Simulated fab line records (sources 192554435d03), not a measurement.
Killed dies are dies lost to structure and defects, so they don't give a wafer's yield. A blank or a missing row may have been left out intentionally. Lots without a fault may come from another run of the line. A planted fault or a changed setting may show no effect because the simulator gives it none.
Matching of chambers | flow n5 finfet | rie si-03 running N5_FIN_SAQP_ETCH_65: 4 sister chambers
The step etches SiO2 in CF4, target depth 4 nm, time 4.4 s. 4 wafers are shown with their chamber, then 8 later ones without.

EACH WAFER AND ITS CHAMBER
wafer  | chamber | throttle valve pct (%)
L089.6 | 2       | 21.20
L092.4 | 3       | 21.78
L092.6 | 0       | 21.90
L093.1 | 1       | 21.95

WAFERS WITH NO CHAMBER GIVEN
wafer  | throttle valve pct (%)
L093.3 | 21.91
L093.5 | 21.18
L094.1 | 21.78
L094.2 | 21.22
L094.5 | 21.80
L095.2 | 21.79
L095.3 | 21.20
L095.5 | 21.91

THE CHAMBER EACH PASSED THROUGH
wafer  | from the rows above | in truth
L093.3 | 0                   | 0
L093.5 | 2                   | 2
L094.1 | 3                   | 3
L094.2 | 2                   | 2
L094.5 | 3                   | 3
L095.2 | 3                   | 3
L095.3 | 2                   | 2
L095.5 | 0                   | 0
Correct placement for 8 of the 8. From these rows, 0 cannot be placed. Number placed wrongly: 0.
How it was worked out, from the rows above alone: a wafer's distance from a chamber is the root of the sum, over the readings, of the square of ((its reading less the chamber's mean) divided by the reading's scatter). The wafer belongs to the nearest chamber; if the next one is less than 2 further off, it can't be placed. The mean given for a chamber averages the wafers shown for that chamber. The scatter: with one shown wafer a chamber, the root of the mean of the squares of how far each hidden wafer lies from its nearest shown one.
